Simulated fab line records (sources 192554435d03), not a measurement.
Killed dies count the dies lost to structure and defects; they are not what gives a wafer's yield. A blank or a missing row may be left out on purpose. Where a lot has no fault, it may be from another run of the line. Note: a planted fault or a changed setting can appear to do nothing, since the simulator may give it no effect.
The same fault as seen by 3 desks    flow n5Finfet    each desk has only its own numbers; what lay behind them comes last

THE METROLOGY DESK
Lot by lot, what the gauges showed, no matter which tool ran the lot: averages of those sampled wafers that carry a number. Any lot whose mean is over 4 standard deviations away from the usual mean is out of limits and marked OUT; that distance is given in the brackets.
Columns: A = trenchDepthNm at N5_BEOL_M11_OCD_MEAS_38, usual 148 nm; B = M11_THK at N5_BEOL_M11_THK_MEAS_53, usual 141 nm; C = M11_RS at N5_BEOL_M11_RS_MEAS_57, usual 0.152 ohm/sq
lot   first seen here  A    B    C
L593  day 10 20:50     154  146  0.147
L594  day 10 22:27     151  147  0.146
L599  day 12 13:04     148  142  0.152
L604  day 13 19:48     143  137  0.159
L605  day 13 23:58     135  128  0.172 (+4.7) OUT
L609  day 14 21:29     141  133  0.160
L611  day 15 05:58     147  139  0.154
L612  day 15 16:03     146  136  0.157
L614  day 15 23:31     146  140  0.154
This desk reports L605 out of limits; the earliest was L605 at day 14 02:08 (M11_RS at N5_BEOL_M11_RS_MEAS_57). Within limits: L593, L594, L599, L604, L609, L611, L612, L614.

TOOL OWNER'S DESK, rieDiel-04
The tool's own readings at N5_BEOL_M11_TRENCH_ETCH_37 (etches SiCOH lowk in C4F6/O2, target depth 148.83 nm, time 48 s): means of the sampled wafers that have a number, for each lot that ran on this tool. Any lot whose mean is over 4 standard deviations away from the usual mean is out of limits and marked OUT; that distance is given in the brackets.
Columns: A = biasW at N5_BEOL_M11_TRENCH_ETCH_37, usual 184.9 W; B = drypumpMotorCurrentA at N5_BEOL_M11_TRENCH_ETCH_37, usual 5.7 A; C = oesProductAu at N5_BEOL_M11_TRENCH_ETCH_37, usual 0.82 a.u.; D = rfVppV at N5_BEOL_M11_TRENCH_ETCH_37, usual 664 V; E = showerheadPlenumPTorr at N5_BEOL_M11_TRENCH_ETCH_37, usual 2.88 Torr; F = throttleValvePct at N5_BEOL_M11_TRENCH_ETCH_37, usual 20.82 %
lot   first seen here  A                B    C     D               E     F
L593  day 10 20:40     184.8            6.1  0.85  679             2.89  20.77
L594  day 10 22:16     184.3            6.0  0.88  665             2.89  20.84
L604  day 13 19:37     164.0 (-39) OUT  5.5  0.72  614             2.90  20.76
L605  day 13 23:46     143.0 (-78) OUT  5.6  0.73  533 (-8.7) OUT  2.91  20.99
This desk's verdict: out of limits on L604, L605, starting with L604 at day 13 19:37 (biasW at N5_BEOL_M11_TRENCH_ETCH_37). Within limits: L593, L594.

THE DEFECT DESK
Inspection counts along the route, by lot: the mean over sampled wafers that carry a number. Any lot whose mean is over 4 standard deviations away from the usual mean is out of limits and marked OUT; that distance is given in the brackets.
Columns: A = rawDefectCount at N5_BEOL_M11_INSPECT_30, usual 451
lot   first seen here  A
L593  day 10 20:19     479
L594  day 10 21:56     457
L599  day 12 12:07     306
L604  day 13 19:02     437
L605  day 13 23:26     504
L609  day 14 20:51     430
L611  day 15 04:55     427
L612  day 15 15:17     406
L614  day 15 22:41     357
This desk's finding: nothing out of limits on any of the 9 lots.

TAKEN TOGETHER
An alarm could have come from the tool owner's desk at day 13 19:37, on L604, L605.
An alarm was possible from the metrology desk at day 14 02:08, on L605.
No out-of-limits result turned up at the defect desk.
The metrology desk has L604 on record, within its limits.
The defect desk has L604, L605 on record, within its limits.
Every lot named ran N5_BEOL_M11_TRENCH_ETCH_37 on rieDiel-04.

WHAT WAS PUT IN BY THE SIMULATOR
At N5_BEOL_M11_TRENCH_ETCH_37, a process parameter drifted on rieDiel-04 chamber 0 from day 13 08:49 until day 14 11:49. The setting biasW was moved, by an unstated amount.
Struck lots among those shown: L604, L605.
Hours from the fault's start to each desk's first reading out of limits: the tool owner's desk, 11; the metrology desk, 17.
